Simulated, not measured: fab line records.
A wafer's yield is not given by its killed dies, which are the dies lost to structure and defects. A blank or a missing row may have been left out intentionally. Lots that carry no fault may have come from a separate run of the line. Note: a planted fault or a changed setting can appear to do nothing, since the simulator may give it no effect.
Struck lot and sound lot, side by side -- flow n5_finfet -- 39 out of 1938 route steps
Sound: wafers L911.1, L911.3, L911.4. Struck: wafer L910.4; the same lot's L910.2 was not struck, so it is left out; see the end for the cause.
For every step that has rows: the tool of each side, followed by ch and its chambers, followed by its first start. Under that, the readings that differ: sound wafers -- struck wafers -- difference of the means -- sigmas: that difference in standard deviations of wafers without a fault.
alike: words and numbers the same on both sides, and readings whose means are apart by under 2 such deviations; not compared: readings that were withheld, readings missing a value for some wafer, numbers with overlapping values and no deviation given by the record, and bounds like >300 which may hide the same value.
Wherever a step has rows on one side only, a row that says differs or no value, or a row with sigmas, the two part there. Numbers that don't overlap but have no deviation are shown without sigmas and don't part them. Lack of a reading on every wafer of one side parts them only where that side has two or more wafers.

first, 10 steps without rows for these wafers: N5_DUMMY_GATE_ETCH_23 (etches poly-Si in HBr/Cl2/O2, target depth 41 nm, time 22.3 s); N5_DUMMY_GATE_ETCH_44 (etches poly-Si in HBr/O2, stops on SiO2, target depth 127.5 nm); N5_DUMMY_GATE_ETCH_42 (etches SiO2 in CHF3/O2, target depth 3.5 nm, time 31 s); N5_DUMMY_GATE_STRIP_48 (strips in N2/H2, time 20 s); N5_DUMMY_GATE_PRECLEAN_33 (cleans in dHF, time 10 s); N5_DUMMY_GATE_PRECLEAN_25 (cleans in O3/DIW, time 45 s); N5_DUMMY_GATE_PRECLEAN_51 (cleans in SC2, time 45 s); N5_DUMMY_GATE_SRD_26 (time 30 s); N5_DUMMY_GATE_UV_OZONE_45 (time 120 s); N5_SPACER0_ALD_07 (deposits SiNx, target thk 2 nm).
N5_SPACER0_ALD_00: deposits SiOCN, target thk 3.5 nm, pulse time 3 s, purge time 2 s.
  sound on ald_sin-01 ch 0,1,3, day 8 00:47; struck on ald_sin-04 ch 2, day 7 18:28
reading,sound,struck,difference,sigmas
ald_cycles,58 58 58,71,+13,
model.SiOCN_of_SPACER0_ALD_00.thk_nm (nm),3.6 3.6 3.4,4.2,+0.7,
  alike: heater_power_w, precursor_pulse_height_rel
then, 25 steps without rows for these wafers: N5_SPACER0_ALD_08 (deposits SiNx, target thk 2 nm); N5_SD_EPI_N_COAT_32 (time 60 s, resist thk 350 nm); N5_SD_EPI_N_COAT_33 (time 60 s, resist thk 35 nm); N5_SD_EPI_N_COAT_03 (resist thk 150 nm); N5_SD_EPI_N_EBR_05; N5_SD_EPI_N_SOFTBAKE_04 (time 60 s); N5_SD_EPI_N_EXPOSE_06 (exposes mask SD N BLK, target cd 120 nm); N5_SD_EPI_N_PEB_07 (peb time 60 s); N5_SD_EPI_N_DEVELOP_08 (develop time 30 s); N5_SD_EPI_N_DESCUM_14 (chemistry O2, time 7.9 s); N5_SD_EPI_N_ETCH_34 (etches SiARC in CF4, target depth 45.5 nm, time 75.8 s); N5_SD_EPI_N_ETCH_35 (etches SOC in N2/H2, overetch 108 nm, time 486 s); N5_SD_EPI_N_STRIP_36 (strips in N2/H2); N5_SD_EPI_N_ETCHBACK_44 (etches SiNx in CH3F/O2, stops on SiO2, target depth 14.5 nm); N5_SD_EPI_N_ETCH_45 (etches SiOCN in CH3F/O2, target depth 6 nm); N5_SD_EPI_N_ETCH_16 (etches SiO2 in CHF3/O2, target depth 5 nm); N5_SD_EPI_N_STRIP_47 (strips in CHF3/O2); N5_SD_EPI_N_SD_RECESS_17 (chemistry HBr/Cl2/O2, target depth 41 nm, time 23.7 s, bt time 3 s); N5_SD_EPI_N_STRIP_38 (strips in N2/H2); N5_SD_EPI_N_WET_ETCH_43 (etches SiO2 in dHF, time 14 s, target depth 1.5 nm); N5_SD_EPI_N_STRIP_18 (strips in SPM, time 750 s); N5_SD_EPI_N_SRD_20 (time 30 s); N5_SD_EPI_N_PRECLEAN_48 (cleans in NF3:NH3, afs cycles 2, time 20 s, sublimation time 60 s); N5_SD_EPI_N_VAPOR_ETCH_50 (etches Si in HCl, time 54 s); N5_SD_EPI_N_EPI_21 (deposits Si:P, time 690 s).
N5_SD_EPI_P_PRECLEAN_32: cleans in dHF, time 10 s.
  sound on wet_bench-06 ch 1,6,7, day 8 10:36; struck on wet_bench-01 ch 7, day 8 03:43
reading,sound,struck,difference,sigmas
model.SiOCN_of_SPACER0_ALD_00.thk_nm (nm),3.4 3.4 3.4,4.2,+0.8,
-- record jumps: 5 days separate the struck wafers' starts on either side; left off in module SD_EPI_P, taken up again in module BEOL_M4, whose first shown step is the route's number 1111 --
N5_BEOL_M4_RC_MEAS_101:
  sound on prober-02 ch 0, day 12 21:16; struck on prober-01 ch 0, day 13 01:28
reading,sound,struck,difference,sigmas
DIBL_P (mV/V),36.0 38.1 35.4,32.3,-4.2,-2
IOFF_N (nA/um),0.152 0.192 0.149,0.097,-0.067,-3
IOFF_P (nA/um),0.20 0.26 0.21,0.12,-0.10,-3
ION_N (uA/um),669 680 665,636,-35,-3
ION_P (uA/um),464 469 457,433,-30,-4
REXT_N (ohm.um),78.9 78.8 78.6,83.6,+4.8,+3
REXT_P (ohm.um),102.9 103.3 102.3,114.5,+11.7,+4
SS_N (mV/dec),71.7 72.4 71.0,70.6,-1.1,-2
VT_N (mV),251 247 250,257,+8,+2
VT_P (mV),-249 -248 -248,-262,-14,-4
VT_P_LVT (mV),-99 -97 -99,-112,-14,-4
  alike: DIBL_N, SS_P
-- record jumps: 4 days separate the struck wafers' starts on either side; left off in module BEOL_M4, taken up again in module PASSIVATION, whose first shown step is the route's number 1936 --
N5_PASSIVATION_PROBE_49:
  struck on prober-01, day 17 11:09; sound on prober-01, day 17 10:42
reading,sound,struck,difference,sigmas
killed_dies,74 79 111,122,+34,+2
sort_bin_8_speed (%),0 0 0,4.66,+4.66,+99 or more
sort_n_pass,1106 1101 1069,1003,-89,-5
sort_yield_pct (%),93.7 93.3 90.6,85.0,-7.5,-5
  alike: defect_limited_yield, killed_at_M0_to_M3, killed_at_M4_up, killed_at_contacts, killed_at_front_end, killed_at_other, killed_open, killed_short, sort_bin_5_function, sort_bin_6_memory

== WHERE THEY PART ==
Last at N5_PASSIVATION_PROBE_49 as far as this record goes, first at N5_BEOL_M4_RC_MEAS_101.

WHY: the cause the simulator had injected
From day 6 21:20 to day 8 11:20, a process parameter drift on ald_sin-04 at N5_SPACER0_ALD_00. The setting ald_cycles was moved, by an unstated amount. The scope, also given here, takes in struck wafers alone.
